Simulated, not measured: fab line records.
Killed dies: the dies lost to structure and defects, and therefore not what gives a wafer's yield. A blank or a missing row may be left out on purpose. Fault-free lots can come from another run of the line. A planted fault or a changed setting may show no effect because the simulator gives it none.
fab line records	flow n5_finfet
record: lots: 6	wafers: 16	last_day: 18
route steps=1938 shown BEOL_M9@1434
lots with no fault: from the same line, run without faults
start_h: hours from the record's opening day to when the first of the lot's shown wafers began	wait_h: hours from the lot's prior step to this one	" the same as in the row above	L1.1+2: several wafers, shown together as one row	- no value, or no start was given	* or withheld: withheld	< > ~ a bound
route shown NAME@n: a module of which the file shows steps, and the number in the route of the first	usual: the fault-free wafers' mean and standard deviation	same: alike in all rows	chamber/n: place in a boat	sites: each site's reading	_std_site: standard deviation across them	_edge_site: the outer-site mean with the inner-site mean subtracted	radius_mm: how far each site lies from the wafer's centre	mask NAME#n: copy n	behind: the tool/chamber that last shaped the wafer	hold: reason for holding the lot/hours on hold/outcome of the hold	device: transistor that didn't switch, given as n, p or np	end of line: the tests these same wafers got at the end of their route	a step with no rows: only its recipe	killed: at the first sort, the dies lost to defects and structure; wafer yield is something else	map: the dies of a wafer, with x for killed, . for not killed, _ for no die there
set.NAME: the run value of the setting; set.NAME@STEP: its run value at that earlier step	model.NAME: the simulator's own value behind a step, which no gauge read
a table for each step, a row for each wafer; lots at some steps of the route
services: a tool's chamber out of use, with start hour (start_h, from the record's first day; less than 0 if before it), hours out, and reason
== steps ==
step: N5_BEOL_M9_CD_MEAS_28
recipe: target_cd_nm: 70	landing_energy_ev: 500	detector: se_inlens	polarity: opening
usual: cd_nm: 69.94/0.28
lot.wafer	tool	chamber	start_h	wait_h	cd_nm
L166.1	cd_sem-03	0	241.40	-	69.93
L166.2	"	0	"	"	69.27
L166.4	"	0	"	"	70.05
L173.1	cd_sem-01	0	284.92	-	69.90
L173.3	"	0	"	"	69.80
L178.2	cd_sem-01	0	316.21	-	69.81
L178.5	"	0	"	"	69.67
L181.2	cd_sem-01	0	361.34	-	70.92
L181.3	"	0	"	"	70.40
L181.6	"	0	"	"	70.30
L184.1	cd_sem-01	0	364.30	-	69.95
L184.4	"	0	"	"	70.78
L184.5	"	0	"	"	70.39
L185.2	cd_sem-02	0	384.59	-	69.87
L185.3	"	0	"	"	69.92
L185.4	"	0	"	"	69.65
step: N5_BEOL_M9_OVL_MEAS_29
recipe: points_per_wafer: 522
usual: V8_OVL: -0.8/0.61
lot.wafer	tool	chamber	start_h	wait_h	V8_OVL[nm]
L166.1	overlay-02	0	241.43	0.0	-1.2
L166.2	"	0	"	"	-0.2
L166.4	"	0	"	"	0.4
L173.1	overlay-01	0	284.95	0.0	-0.4
L173.3	"	0	"	"	0.0
L178.2	overlay-01	0	316.24	0.0	-1.5
L178.5	"	0	"	"	-0.6
L181.2	overlay-02	0	361.38	0.0	-0.4
L181.3	"	0	"	"	-0.5
L181.6	"	0	"	"	-0.8
L184.1	overlay-02	0	364.33	0.0	-1.3
L184.4	"	0	"	"	-1.6
L184.5	"	0	"	"	-1.5
L185.2	overlay-02	0	384.63	0.0	0.0
L185.3	"	0	"	"	0.3
L185.4	"	0	"	"	-0.2
step: N5_BEOL_M9_INSPECT_30
recipe: mode: adi	inspect_instrument: brightfield
usual: raw_defect_count: 384/87
lot.wafer	tool	chamber	start_h	wait_h	raw_defect_count
L166.1	defect_inspect-01	-	241.49	0.1	557
L166.2	"	-	"	"	566
L166.4	"	-	"	"	452
L173.1	defect_inspect-01	-	285.01	0.1	428
L173.3	"	-	"	"	378
L178.2	defect_inspect-01	-	316.30	0.0	347
L178.5	"	-	"	"	324
L181.2	defect_inspect-02	-	361.43	0.0	456
L181.3	"	-	"	"	385
L181.6	"	-	"	"	313
L184.1	defect_inspect-02	-	364.39	0.1	565
L184.4	"	-	"	"	595
L184.5	"	-	"	"	434
L185.2	defect_inspect-01	-	384.68	0.0	304
L185.3	"	-	"	"	421
L185.4	"	-	"	"	312
step: N5_BEOL_M9_DESCUM_33
recipe: chemistry: O2	time_s: 7	source_power_w: 50	bias_power_w: 20	pressure_mtorr: 20	rf_frequency_hz: 2.712e+07	temp_c: 40	resist: CAR-EUV	o2_flow_sccm: 225
usual: drypump_motor_current_A: 5.6/0.45	oes_product_au: 0.76/0.092	rf_vpp_V: 243.2/1.2	showerhead_plenum_p_Torr: 2.10/0.055	throttle_valve_pct: 20.54/0.24
lot.wafer	tool	chamber	start_h	wait_h	drypump_motor_current_A	oes_product_au	rf_hours_counter_h	rf_vpp_V	showerhead_plenum_p_Torr	throttle_valve_pct
L166.1	rie_diel-04	2	241.52	0.0	6.5	0.68	250	242.1	1.97	20.43
L166.2	"	1	"	"	5.6	0.78	128	243.2	2.10	20.77
L166.4	"	0	"	"	6.2	0.72	-	242.0	2.08	20.52
L173.1	rie_diel-04	1	285.04	0.0	5.6	0.75	143	243.9	2.10	20.82
L173.3	"	2	"	"	6.5	0.96	3	245.4	2.23	19.98
L178.2	rie_diel-04	1	316.46	0.2	5.5	0.74	156	242.0	2.09	20.83
L178.5	"	0	"	"	6.2	0.70	-	243.4	2.07	20.57
L181.2	rie_diel-05	2	361.46	0.0	5.3	0.68	232	242.8	2.08	20.50
L181.3	"	1	"	"	5.6	0.68	237	241.8	2.07	20.64
L181.6	"	1	"	"	5.5	0.68	-	242.2	2.07	20.63
L184.1	rie_diel-03	3	364.42	0.0	5.6	0.72	214	242.9	2.17	20.90
L184.4	"	2	"	"	5.1	0.89	42	243.6	2.13	20.12
L184.5	"	2	"	"	5.1	0.90	-	244.9	2.13	20.10
L185.2	rie_diel-04	1	384.97	0.3	5.5	0.72	177	242.8	2.09	20.85
L185.3	"	0	"	"	6.2	0.69	254	243.0	2.06	20.59
L185.4	"	0	"	"	6.2	0.69	-	242.7	2.06	20.59
step: N5_BEOL_M9_ETCH_76
recipe: chemistry: N2/H2	target: underlayer	target_depth_a: 65	mask_material: CAR-EUV	time_s: 5.2	ion_energy_ev: 200	pressure_mtorr: 30	source_w: 840	bias_w: 150	n2_flow_sccm: 200	h2_flow_sccm: 200	ends: cleared
step: N5_BEOL_M9_ETCH_65
recipe: chemistry: CF4	target: SiARC	target_depth_a: 156	mask_material: CAR-EUV	time_s: 26	ion_energy_ev: 80	pressure_mtorr: 40	source_w: 545	bias_w: 36	Ar_flow_sccm: 100	cf4_flow_sccm: 100	ends: cleared
usual: drypump_motor_current_A: 5.6/0.45	etch_rf_on_time_s: 26.2/0.7	oes_product_au: 0.65/0.078	rf_vpp_V: 184.2/1	showerhead_plenum_p_Torr: 2.15/0.053	throttle_valve_pct: 15.68/0.24
lot.wafer	tool	chamber	start_h	wait_h	drypump_motor_current_A	etch_rf_on_time_s	oes_product_au	rf_hours_counter_h	rf_vpp_V	showerhead_plenum_p_Torr	throttle_valve_pct
L166.1	rie_diel-04	2	241.58	0.0	6.5	25.4	0.58	250	181.9	2.03	15.63
L166.2	"	1	"	"	5.5	26.1	0.66	128	183.3	2.15	15.91
L166.4	"	0	"	"	6.2	25.5	0.62	-	183.0	2.13	15.74
L173.1	rie_diel-04	1	285.09	0.0	5.5	26.4	0.64	143	184.1	2.14	15.96
L173.3	"	2	"	"	6.5	25.5	0.83	3	185.7	2.28	15.15
L178.2	rie_diel-04	1	316.51	0.0	5.5	26.5	0.63	156	184.6	2.14	15.96
L178.5	"	0	"	"	6.1	25.3	0.61	-	183.9	2.12	15.80
L181.2	rie_diel-05	2	361.51	0.0	5.3	26.6	0.59	232	183.6	2.11	15.62
L181.3	"	1	"	"	5.6	27.9	0.56	237	182.4	2.10	15.81
L181.6	"	1	"	"	5.6	28.0	0.56	-	183.9	2.10	15.79
L184.1	rie_diel-03	3	364.47	0.0	5.6	25.3	0.61	214	185.8	2.20	16.05
L184.4	"	2	"	"	5.1	25.5	0.76	42	184.7	2.18	15.28
L184.5	"	2	"	"	5.1	25.6	0.75	-	183.8	2.18	15.29
L185.2	rie_diel-04	1	385.02	0.0	5.5	26.4	0.62	177	183.3	2.13	16.00
L185.3	"	0	"	"	6.2	25.3	0.59	254	184.7	2.12	15.83
L185.4	"	0	"	"	6.2	25.1	0.60	-	183.0	2.12	15.84
step: N5_BEOL_M9_ETCH_66
recipe: chemistry: N2/H2	target: SOC	target_depth_a: 800	overetch_a: 160	mask_material: SiARC	temp_c: 40	time_s: 120	ion_energy_ev: 200	pressure_mtorr: 30	source_w: 840	bias_w: 150	n2_flow_sccm: 200	h2_flow_sccm: 200
step: N5_BEOL_M9_STRIP_69
recipe: chemistry: N2/H2	temp_c: 40	n2_flow_sccm: 200	h2_flow_sccm: 200	rf_frequency_hz: 6e+07
step: N5_BEOL_M9_STRIP_77
recipe: chemistry: N2/H2	temp_c: 40	n2_flow_sccm: 200	h2_flow_sccm: 200	rf_frequency_hz: 6e+07
step: N5_BEOL_M9_VIA_ETCH_34
recipe: chemistry: C4F6/O2	target: SiCOH_lowk	target_depth_a: 1824	mask_material: SOC	taper_deg: 4	time_s: 68.4	ion_energy_ev: 250	pressure_mtorr: 30	source_w: 345	bias_w: 185	Ar_flow_sccm: 300	C4F6_flow_sccm: 10	O2_flow_sccm: 10
step: N5_BEOL_M9_STRIP_73
recipe: chemistry: C4F6/O2	resist: SiARC	rf_frequency_hz: 6e+07
step: N5_BEOL_M9_STRIP_36
recipe: chemistry: N2/H2	power_w: 450	temp_c: 40	pressure_mtorr: 20	rf_frequency_hz: 6e+07	overash_fraction: 0.3	bias_power_w: 7	h2_frac: 0.5	n2_flow_sccm: 200	h2_flow_sccm: 200
usual: drypump_motor_current_A: 5.6/0.45	oes_product_au: 0.76/0.092	rf_vpp_V: 59.2/1.5	showerhead_plenum_p_Torr: 2.54/0.066	throttle_valve_pct: 23.74/0.26
lot.wafer	tool	chamber	start_h	wait_h	drypump_motor_current_A	oes_product_au	rf_hours_counter_h	rf_vpp_V	showerhead_plenum_p_Torr	throttle_valve_pct
L166.1	rie_diel-04	2	241.77	0.0	6.6	0.68	250	60.7	2.40	24.04
L166.2	"	1	"	"	5.5	0.77	128	59.1	2.54	23.90
L166.4	"	0	"	"	6.2	0.72	-	58.0	2.53	23.97
L173.1	rie_diel-04	1	285.28	0.0	5.5	0.76	143	59.2	2.53	23.95
L173.3	"	2	"	"	6.5	0.96	4	61.4	2.72	23.61
L178.2	rie_diel-04	1	316.70	0.0	5.6	0.74	156	59.1	2.53	23.96
L178.5	"	0	"	"	6.1	0.71	-	60.7	2.51	24.02
L181.2	rie_diel-05	2	361.71	0.0	5.2	0.69	232	59.3	2.50	23.56
L181.3	"	1	"	"	5.6	0.68	237	59.6	2.52	23.83
L181.6	"	1	"	"	5.6	0.68	-	57.1	2.52	23.82
L184.1	rie_diel-03	3	364.66	0.0	5.6	0.71	214	56.8	2.61	23.74
L184.4	"	2	"	"	5.1	0.89	42	60.4	2.57	23.23
L184.5	"	2	"	"	5.1	0.89	-	60.6	2.57	23.24
L185.2	rie_diel-04	1	385.21	0.0	5.5	0.74	177	61.5	2.52	23.98
L185.3	"	0	"	"	6.2	0.68	254	57.6	2.50	24.05
L185.4	"	0	"	"	6.2	0.68	-	58.7	2.50	24.04
step: N5_BEOL_M9_TRENCH_ETCH_37
recipe: chemistry: C4F6/O2	target_depth_a: 1514.3	target: SiCOH_lowk	time_s: 49	ion_energy_ev: 250	pressure_mtorr: 30	source_w: 345	bias_w: 185	Ar_flow_sccm: 300	C4F6_flow_sccm: 10	O2_flow_sccm: 10
usual: drypump_motor_current_A: 5.6/0.45	oes_product_au: 0.76/0.093	rf_vpp_V: 665/14	run_length_s: 72.2/0.48	showerhead_plenum_p_Torr: 2.85/0.072	throttle_valve_pct: 20.98/0.19
lot.wafer	tool	chamber	start_h	wait_h	drypump_motor_current_A	oes_product_au	rf_hours_counter_h	rf_vpp_V	run_length_s	showerhead_plenum_p_Torr	throttle_valve_pct	model.BEOL_M9.feature_depth_nm	model.etch.depth_nm
L166.1	rie_diel-04	2	241.81	-	6.5	0.69	250	669	72.5	2.70	21.01	154	154.1
L166.2	"	1	"	"	5.6	0.76	128	647	72.3	2.85	21.22	148.6	148.7
L166.4	"	0	"	"	6.1	0.73	-	678	72.8	2.84	21.07	153.6	153.6
L173.1	rie_diel-04	1	285.32	-	5.5	0.75	143	648	74.2	2.84	21.23	154.8	154.8
L173.3	"	2	"	"	6.5	0.98	4	681	73.5	3.04	20.58	154.4	154.3
L178.2	rie_diel-04	1	316.74	-	5.5	0.74	156	647	72.4	2.83	21.25	146.4	146.4
L178.5	"	0	"	"	6.2	0.71	-	678	75.1	2.83	21.12	161.8	161.7
L181.2	rie_diel-05	2	361.75	-	5.3	0.68	233	646	71.6	2.81	20.89	147.6	147.5
L181.3	"	1	"	"	5.5	0.67	237	655	72.2	2.79	20.99	142.8	142.7
L181.6	"	1	"	"	5.6	0.66	-	656	71.6	2.79	21.00	142.8	142.8
L184.1	rie_diel-03	3	364.70	-	5.6	0.72	214	687	71.8	2.93	21.37	156.6	156.7
L184.4	"	2	"	"	5.1	0.89	42	669	72.8	2.90	20.65	156.4	156.4
L184.5	"	2	"	"	5.1	0.88	-	667	72.8	2.90	20.64	156.2	156.2
L185.2	rie_diel-04	1	385.25	-	5.5	0.72	177	644	72.0	2.83	21.29	147.6	147.6
L185.3	"	0	"	"	6.2	0.69	254	677	72.6	2.82	21.13	152.6	152.5
L185.4	"	0	"	"	6.1	0.69	-	677	72.3	2.82	21.13	154.4	154.3
step: N5_BEOL_M9_ETCH_41
recipe: chemistry: CH3F/O2	target: SiCN	target_depth_a: 366	taper_deg: 2	time_s: 70.1	ion_energy_ev: 120	mask_material: TiN	pressure_mtorr: 30	source_w: 395	bias_w: 75	Ar_flow_sccm: 150	CH3F_flow_sccm: 30	O2_flow_sccm: 20
step: N5_BEOL_M9_STRIP_80
recipe: chemistry: N2/H2	time_s: 10	power_w: 450	temp_c: 40	pressure_mtorr: 20	rf_frequency_hz: 6e+07	bias_power_w: 7	n2_flow_sccm: 200	h2_flow_sccm: 200
step: N5_BEOL_M9_OCD_MEAS_38
usual: trench_depth_nm: 150/3.6
lot.wafer	tool	chamber	start_h	wait_h	trench_depth_nm
L166.1	ocd-01	-	241.98	-	154
L166.2	"	-	"	"	149
L166.4	"	-	"	"	154
L173.1	ocd-01	-	285.50	-	155
L173.3	"	-	"	"	154
L178.2	ocd-02	-	316.92	-	147
L178.5	"	-	"	"	161
L181.2	ocd-01	-	361.92	-	148
L181.3	"	-	"	"	143
L181.6	"	-	"	"	143
L184.1	ocd-01	-	364.88	-	157
L184.4	"	-	"	"	157
L184.5	"	-	"	"	156
L185.2	ocd-02	-	385.43	-	147
L185.3	"	-	"	"	152
L185.4	"	-	"	"	154
step: N5_BEOL_M9_HM_STRIP_39
recipe: chemistry: peroxide_tin_strip	material: TiN	target_depth_a: 250	temp_c: 50	time_s: 158
step: N5_BEOL_M9_SRD_40
recipe: time_s: 30	temp_c: 23	rinse_liquid: diw	dry: ipa_marangoni
step: N5_BEOL_M9_PRECLEAN_42
recipe: chemistry: residue_remover	time_s: 60	temp_c: 40
step: N5_BEOL_M9_SRD_43
recipe: time_s: 30	temp_c: 23	rinse_liquid: diw	dry: ipa_marangoni
step: N5_BEOL_M9_CD_MEAS_35
recipe: target_cd_nm: 70	target_cd_y_nm: 40	polarity: opening
usual: cd_nm: 69.5/0.67
lot.wafer	tool	chamber	start_h	wait_h	cd_nm
L166.1	cd_sem-02	-	242.13	0.0	69.7
L166.2	"	-	"	"	69.3
L166.4	"	-	"	"	69.4
L173.1	cd_sem-01	-	285.76	0.0	70.0
L173.3	"	-	"	"	70.0
L178.2	cd_sem-03	-	317.07	0.0	69.7
L178.5	"	-	"	"	69.6
L181.2	cd_sem-03	-	362.07	0.0	69.7
L181.3	"	-	"	"	68.9
L181.6	"	-	"	"	69.0
L184.1	cd_sem-03	-	365.03	0.0	70.0
L184.4	"	-	"	"	69.6
L184.5	"	-	"	"	69.3
L185.2	cd_sem-02	-	385.58	0.0	68.8
L185.3	"	-	"	"	70.6
L185.4	"	-	"	"	69.2
step: N5_BEOL_M9_CURE_72
recipe: temp_c: 370	time_s: 120	ambient: DMADMS/He	material: SiCOH_lowk
usual: lamp_power_pct: 52.32/0.053	wafer_temp_C_max: 371.7/0.71
lot.wafer	tool	chamber	start_h	wait_h	lamp_power_pct	wafer_temp_C_max
L166.1	uv_cure-02	2	242.17	0.0	52.20	371.1
L166.2	"	2	"	"	52.36	371.1
L166.4	"	2	"	"	52.23	372.4
L173.1	uv_cure-03	1	285.81	0.0	52.26	370.6
L173.3	"	1	"	"	52.31	371.0
L178.2	uv_cure-03	0	317.16	0.1	52.26	372.1
L178.5	"	0	"	"	52.39	372.8
L181.2	uv_cure-03	1	362.16	0.1	52.36	370.7
L181.3	"	1	"	"	52.35	370.6
L181.6	"	1	"	"	52.38	370.6
L184.1	uv_cure-03	2	365.21	0.2	52.28	371.0
L184.4	"	2	"	"	52.34	371.0
L184.5	"	2	"	"	52.30	371.1
L185.2	uv_cure-01	0	385.76	0.2	52.29	372.2
L185.3	"	0	"	"	52.27	373.0
L185.4	"	0	"	"	52.27	373.0
step: N5_BEOL_M9_DEGAS_44
recipe: ambient: vacuum	temp_c: 250	time_s: 60
step: N5_BEOL_M9_PRE_CLEAN_45
recipe: gas: H2/He	time_s: 30	temp_c: 250
step: N5_BEOL_M9_ALD_74
recipe: material: TaN	target_thk_a: 20	temp_c: 275	ald_precursor_family: PDMAT	ald_co_reactant: NH3	pressure_torr: 3	carrier_flow_sccm: 1500	pulse_time_s: 2	purge_time_s: 3	co_reactant_purge_time_s: 2	co_reactant_pulse_time_s: 3	ald_cycles: 40	precursor_vessel_temp_c: 75	precursor_vessel_pressure_torr: 26.25	precursor_vessel_carrier_sccm: 1000
usual: heater_power_w: 430/51
lot.wafer	tool	chamber	start_h	wait_h	heater_power_w
L166.1	ald_metal-02	2	242.70	0.0	401
L166.2	"	0	"	"	434
L166.4	"	3	"	"	529
L173.1	ald_metal-04	3	286.60	0.0	415
L173.3	"	1	"	"	419
L178.2	ald_metal-03	1	318.00	0.1	443
L178.5	"	3	"	"	473
L181.2	ald_metal-03	3	362.67	0.0	489
L181.3	"	2	"	"	410
L181.6	"	1	"	"	443
L184.1	ald_metal-03	3	365.91	0.2	475
L184.4	"	2	"	"	413
L184.5	"	2	"	"	407
L185.2	ald_metal-04	0	386.72	0.0	393
L185.3	"	3	"	"	420
L185.4	"	2	"	"	360
step: N5_BEOL_M9_SURFACE_TREAT_79
recipe: gas: Ar	time_s: *	ion_energy_ev: *	ion_current_ma_cm2: 0.5	pressure_mtorr: *	ar_flow_sccm: 30
step: N5_BEOL_M9_CVD_78
recipe: material: Co	target_thk_a: 20	temp_c: withheld	precursor: CCTBA/H2	pressure_torr: 30	time_s: 138.9
step: N5_BEOL_M9_SPUTTER_48
recipe: material: Cu	target_thk_a: 120	temp_c: -20	bias_v: 60	power_w: 26000	chamber_pressure_pa: 0.13	time_s: 2
step: N5_BEOL_M9_ECD_50
recipe: material: Cu	target_thk_a: 3180
step: N5_BEOL_M9_ANNEAL_51
recipe: temp_c: 225	time_s: 90	ambient: N2
step: N5_BEOL_M9_CMP_52
recipe: stop_on: SiCOH_lowk	t_overpolish_s: 7	down_force_psi: 1	platen_rpm: 50	clearing_platen_down_force_psi: 1.5	clearing_platen_rpm: 50	post_cmp_clean: cu_alkaline	target_thk_nm: 140	clearing_platen_pad_velocity_m_s: 0.99484	pad_velocity_m_s: 0.99484
usual: barrier_field_endpoint_s: 28.8/0.64	motor_current_A: 5.9/0.48	overpolish_run_s: 7.001/0.0083	time_to_endpoint_s: 65/3.3
same: t_overpolish_s: 7
lot.wafer	tool	chamber	start_h	wait_h	barrier_field_endpoint_s	motor_current_A	overpolish_run_s	time_to_endpoint_s	model.Cu_of_BEOL_M9_ECD_50.thk_nm
L166.2	cmp-02	0	243.73	0.2	28.4	6.1	6.990	66	137
L166.1	"	1	"	"	28.1	6.0	7.007	67	142
L166.4	"	2	"	"	27.7	6.0	7.015	64	141.6
L173.3	cmp-02	1	289.00	0.2	28.0	6.0	7.001	64	141.6
L173.1	"	2	"	"	28.9	6.2	7.010	64	141.8
L178.2	cmp-02	1	319.30	0.4	28.1	5.6	7.005	63	135.2
L178.5	"	3	"	"	29.1	5.2	7.012	59	149.4
L181.2	cmp-02	2	363.86	0.3	28.1	6.2	6.988	63	134.4
L181.3	"	3	"	"	27.7	5.2	7.003	61	128.8
L181.6	"	1	"	"	28.9	5.9	7.009	65	129.4
L184.1	cmp-03	2	366.99	0.3	28.0	6.7	7.003	64	144.4
L184.4	"	1	"	"	28.2	5.8	6.998	66	146.2
L184.5	"	2	"	"	28.6	6.6	7.019	66	145.2
L185.4	cmp-02	3	387.97	0.1	28.3	5.4	6.998	60	142
L185.3	"	0	"	"	28.8	5.6	7.008	65	140.2
L185.2	"	1	"	"	27.8	6.0	6.991	63	135.2
step: N5_BEOL_M9_THK_MEAS_53
recipe: thk_meas_gauge: xrf	reads: Cu_of_BEOL_M9_ECD_50
usual: M9_THK: 138/3.9
lot.wafer	tool	chamber	start_h	wait_h	M9_THK[nm]
L166.1	film_metro-02	-	244.02	-	142
L166.2	"	-	"	"	137
L166.4	"	-	"	"	141
L173.1	film_metro-01	-	289.26	-	141
L173.3	"	-	"	"	141
L178.2	film_metro-02	-	319.52	-	136
L178.5	"	-	"	"	150
L181.2	film_metro-01	-	364.08	-	135
L181.3	"	-	"	"	130
L181.6	"	-	"	"	130
L184.1	film_metro-02	-	367.28	-	146
L184.4	"	-	"	"	148
L184.5	"	-	"	"	146
L185.2	film_metro-02	-	388.26	-	135
L185.3	"	-	"	"	140
L185.4	"	-	"	"	142
== services ==
tool	chamber	start_h	hours	kind
uv_cure-03	-	220.92	7.5	pm
ald_metal-04	-	229.63	0.5	repair
cmp-02	-	231.37	0.9	repair
rie_diel-03	1	238.76	4.5	repair
ald_metal-02	-	254.02	2.8	pm
ald_metal-04	3	267.18	11.2	repair
uv_cure-01	-	267.92	2.1	pm
rie_diel-04	3	285.00	27.2	repair
ald_metal-03	2	285.65	7.0	repair
ald_metal-02	0	290.47	11.3	repair
uv_cure-01	-	307.00	3.4	pm
uv_cure-03	-	311.58	2.1	pm
cmp-03	-	311.97	4.0	pm
rie_diel-04	0	322.48	6.7	repair
cmp-03	-	324.02	4.8	pm
ald_metal-04	-	334.58	0.3	repair
ald_metal-02	-	337.25	14.0	pm
cmp-02	-	337.85	1.1	repair
cmp-02	-	344.61	0.6	repair
rie_diel-04	-	351.21	1.5	repair
uv_cure-01	-	354.79	7.5	pm
rie_diel-05	1	366.16	8.4	repair
rie_diel-05	-	374.16	14.6	pm
rie_diel-04	3	378.16	8.3	repair
== key ==
first_sign: step: N5_BEOL_M9_TRENCH_ETCH_37	reading: run_length_s	direction: up	sigmas: 5.1	usual: *	struck: *
effect none on later readings
model_effect: step: N5_BEOL_M9_TRENCH_ETCH_37	value: BEOL_M9.feature_depth_nm	without: 151.1	struck: 158.3
model_effect: step: N5_BEOL_M9_CMP_52	value: Cu_of_BEOL_M9_ECD_50.thk_nm	without: 138.6	struck: 145.6
met_at N5_BEOL_M9_TRENCH_ETCH_37
struck_wafers L173.1,L178.5
onset_between 241.81 285.32
fault: kind: process_parameter_drift	tool: rie_diel-04	chamber: -	onset_h: 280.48	steps: N5_BEOL_M9_TRENCH_ETCH_37	channel: time_s	offset: *	shape: step	end_h: 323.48	scope: struck_wafers_only	acts_in: *	stated: *
